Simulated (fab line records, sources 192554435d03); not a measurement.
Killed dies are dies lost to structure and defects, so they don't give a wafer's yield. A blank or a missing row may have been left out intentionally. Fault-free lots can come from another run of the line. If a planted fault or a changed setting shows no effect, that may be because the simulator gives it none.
Split-lot study | flow n5 finfet | route with 1938 steps; 7 lots, 21 wafers read

## THE SPLIT
At N5_BEOL_M10_TRENCH_ETCH_37 (etches SiCOH lowk in C4F6/O2, target depth 148.83 nm, time 48 s), the setting time s was moved away from the recipe's 48 s on 7 of the 21 wafers read, by -18.3% to +12.3%. For the rest of the wafers, this setting stayed at what the recipe calls for.

## FROM THE SPLIT TO THE READING: what the file shows between them, 11 steps
- N5_BEOL_M10_ETCH_41: etches SiCN in CH3F/O2, target depth 42.6 nm, time 86 s
- N5_BEOL_M10_STRIP_77: strips in N2/H2, time 10 s
- N5_BEOL_M10_OCD_MEAS_38
- N5_BEOL_M10_HM_STRIP_39: strips TiN in peroxide tin strip, target depth 25 nm, time 158 s
- N5_BEOL_M10_SRD_40: time 30 s
- N5_BEOL_M10_ECD_50: material Cu, target thk 318 nm
- N5_BEOL_M10_ANNEAL_51: time 90 s
- N5_BEOL_M10_CMP_52: polishes, stops on SiCOH lowk, t overpolish 7 s, target thk 140 nm
- N5_BEOL_M10_THK_MEAS_53: measures by xrf
- N5_BEOL_M10_PRE_CLEAN_55: time 15 s
- N5_BEOL_M10_DEP_56: deposits SiCN from 3MS/NH3, target thk 15 nm, time 26.5 s

## THE READING
M10_RS, in ohm/sq, at N5_BEOL_M10_RS_MEAS_57 (measures by four-point-probe). Fault-free wafers of this fab line usually give 0.153 ohm/sq, standard deviation 0.0035 ohm/sq.

wafer  | tool, chamber at the split | time s as run, s | against the recipe | M10_RS, ohm/sq | against lot-mates on the recipe
L074.1 | rie diel-01, 0             | 48               | recipe             | 0.156          | -
L074.3 | rie diel-01, 2             | 48               | recipe             | 0.154          | -
L074.5 | rie diel-01, 0             | 39.2             | -18.3%             | 0.197          | +0.042
L076.1 | rie diel-04, 3             | 40.78            | -15.0%             | 0.185          | +0.035
L076.4 | rie diel-04, 1             | 48               | recipe             | 0.150          | -
L076.5 | rie diel-04, 2             | 40.78            | -15.0%             | 0.186          | +0.036
L077.1 | rie diel-01, 2             | 44.23            | -7.9%              | 0.177          | +0.026
L077.4 | rie diel-01, 1             | 48               | recipe             | 0.152          | -
L077.5 | rie diel-01, 3             | 48               | recipe             | 0.150          | -
L080.1 | rie diel-01, 3             | 48               | recipe             | 0.149          | -
L080.2 | rie diel-01, 0             | 48               | recipe             | 0.158          | -
L080.6 | rie diel-01, 1             | 48               | recipe             | 0.149          | -
L082.1 | rie diel-04, 2             | 48               | recipe             | 0.156          | -
L082.4 | rie diel-04, 0             | 44.38            | -7.5%              | 0.174          | +0.015
L082.6 | rie diel-04, 0             | 48               | recipe             | 0.161          | -
L083.4 | rie diel-04, 0             | 48               | recipe             | 0.160          | -
L083.5 | rie diel-04, 3             | 53               | +10.4%             | 0.139          | -0.019
L083.6 | rie diel-04, 2             | 48               | recipe             | 0.156          | -
L086.3 | rie diel-01, 1             | 53.9             | +12.3%             | 0.130          | -0.019
L086.4 | rie diel-01, 0             | 48               | recipe             | 0.149          | -
L086.5 | rie diel-01, 1             | 48               | recipe             | 0.149          | -

THE FIT
A straight line over all 21 wafers: M10_RS changes by -0.00213 ohm/sq for each +1% of time s; r = -0.96; the points scatter about the line by 0.0044 ohm/sq.
The same after taking each lot's own level away (the mean of its wafers on the recipe; 21 wafers): -0.00217 ohm/sq for each +1%; r = -0.98; scatter 0.0034 ohm/sq.
That fit puts the effect of the largest move of time s on the reading at 0.04 ohm/sq.
From 0.1490 to 0.1585 ohm/sq: that is the span of the lots' own levels, equal to 2.7 times the standard deviation above.
The two slopes are in agreement: the lot-to-lot level therefore moves the slope only a little.
Check: +0.0408 ohm/sq against its lot-mates is what the line predicts for one of the wafers moved furthest among these (-18.3%) when that wafer is left out of the fit. Against them it came out at +0.042 ohm/sq.

## OTHER SPLITS APPLIED TO THESE WAFERS
Note: prior to the reading, these wafers also went through further splits. Each is held against what the fit with the lots' levels taken away leaves over:
other split on the same wafers   | wafers away from the commonest value | r with M10_RS (lot level and that fit taken away)
N5_BEOL_M9_TRENCH_ETCH_37 time s | 9                                    | -0.07
N5_BEOL_M10_VIA_ETCH_34 source w | 5                                    | +0.02

## THE WHOLE CHAIN: every reading that the file lists as answering this split, in the file's order
step                       | what it does                                                       | reading                                                                           | change (the file's fit)                | r (the file's)
N5_BEOL_M10_TRENCH_ETCH_37 | etches SiCOH lowk in C4F6/O2, target depth 148.83 nm, time 48 s    | BEOL_M10.feature depth nm (the simulator's own value, which no gauge read)        | +1.53 nm for each +1% of the setting   | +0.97
N5_BEOL_M10_TRENCH_ETCH_37 | etches SiCOH lowk in C4F6/O2, target depth 148.83 nm, time 48 s    | etch.depth nm (the simulator's own value, which no gauge read)                    | +1.53 nm for each +1% of the setting   | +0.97
N5_BEOL_M10_TRENCH_ETCH_37 | etches SiCOH lowk in C4F6/O2, target depth 148.83 nm, time 48 s    | TiN_of_BEOL_M10_HM_DEP_02.thk nm (the simulator's own value, which no gauge read) | -0.0514 nm for each +1% of the setting | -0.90
N5_BEOL_M10_OCD_MEAS_38    |                                                                    | trench depth nm                                                                   | +1.53 nm for each +1% of the setting   | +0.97
N5_BEOL_M10_CMP_52         | polishes, stops on SiCOH lowk, t overpolish 7 s, target thk 140 nm | Cu_of_BEOL_M10_ECD_50.thk nm (the simulator's own value, which no gauge read)     | +1.58 nm for each +1% of the setting   | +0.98
N5_BEOL_M10_THK_MEAS_53    | measures by xrf                                                    | M10_THK                                                                           | +1.57 for each +1% of the setting      | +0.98
N5_BEOL_M10_RS_MEAS_57     | measures by four-point-probe                                       | M10_RS                                                                            | -0.00219 for each +1% of the setting   | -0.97

## FILE'S OWN FIT
M10_RS changes by -0.00219 ohm/sq for each +1% of time s, r = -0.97.
